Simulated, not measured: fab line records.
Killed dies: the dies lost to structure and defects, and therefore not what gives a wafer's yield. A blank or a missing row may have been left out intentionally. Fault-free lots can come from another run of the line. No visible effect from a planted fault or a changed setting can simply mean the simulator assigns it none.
Chamber matching ; flow n5Finfet ; rieDiel-06 running N5_BEOL_M3_STRIP_19: 4 sister chambers
The step strips in O2. 4 wafers are shown with their chamber, then 10 later ones without.

WAFERS PAIRED WITH THEIR CHAMBERS
wafer;chamber;showerheadPlenumPTorr (Torr)
L087.4;1;2.11
L087.5;0;2.08
L091.1;3;2.05
L091.4;2;1.96

WAFERS WITHOUT THEIR CHAMBER
wafer;showerheadPlenumPTorr (Torr)
L091.5;2.05
L093.3;1.96
L093.4;2.11
L093.6;2.08
L095.1;2.08
L095.2;2.04
L095.3;2.11
L095.4;1.95
L095.5;2.04
L095.6;2.08

WHICH CHAMBER EACH ONE RAN IN
wafer;from the rows above;in truth
L091.5;3;3
L093.3;2;2
L093.4;1;1
L093.6;0;0
L095.1;0;0
L095.2;3;3
L095.3;1;1
L095.4;2;2
L095.5;3;3
L095.6;0;0
Correctly placed: 10 of 10. Can't be placed from these rows: 0. Placed wrongly: 0.
How it was worked out, from the rows above alone: a wafer's distance from a chamber is the root of the sum, over the readings, of the square of ((its reading less the chamber's mean) divided by the reading's scatter). The wafer belongs to the nearest chamber; if the next one is less than 2 further off, it can't be placed. For every chamber, the mean is computed from those of its wafers that are shown. The scatter: with one shown wafer a chamber, the root of the mean of the squares of how far each hidden wafer lies from its nearest shown one.
